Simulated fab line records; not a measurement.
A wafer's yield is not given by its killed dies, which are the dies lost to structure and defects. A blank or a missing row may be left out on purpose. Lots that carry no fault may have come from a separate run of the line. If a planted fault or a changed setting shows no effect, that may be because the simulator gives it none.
Matching of chambers    flow n5-finfet    3 sister chambers for N5_BEOL_M1_ILD_DEP_00 on pecvd-01
The step deposits SiOC from DEMS/O2, target thk 79 nm, time 15.3 s. 6 wafers are shown with their chamber, then 7 later ones without.

## WAFERS PAIRED WITH THEIR CHAMBERS
wafer   chamber  throttle-valve-pct (%)  heater-power-w (W)
L077.4  2        10.9                    763
L079.6  2        11.3                    786
L081.2  1        12.6                    497
L081.5  0        13.5                    544
L087.1  1        12.4                    467
L087.2  0        13.6                    525

## WAFERS MISSING THEIR CHAMBER
wafer   throttle-valve-pct (%)  heater-power-w (W)
L087.3  11.2                    700
L093.2  11.5                    660
L093.3  13.4                    538
L093.6  12.5                    447
L086.3  13.6                    541
L086.4  12.5                    503
L086.5  13.7                    526

## CHAMBER TAKEN BY EACH
wafer   from the rows above  in truth
L087.3  2                    2
L093.2  2                    2
L093.3  0                    0
L093.6  1                    1
L086.3  0                    0
L086.4  1                    1
L086.5  0                    0
Correct placement for 7 of the 7. Number that these rows cannot place: 0. Placed wrongly: 0.
How it was worked out, from the rows above alone: a wafer's distance from a chamber is the root of the sum, over the readings, of the square of ((its reading less the chamber's mean) divided by the reading's scatter). If the next closest chamber is less than 2 further off than the closest, the wafer can't be placed; otherwise it belongs to the closest. The mean given for a chamber averages the wafers shown for that chamber. How the scatter is found: for the shown wafers, subtract from each reading the mean of its chamber, square and add these, divide the total by (wafers less chambers), then take the root.
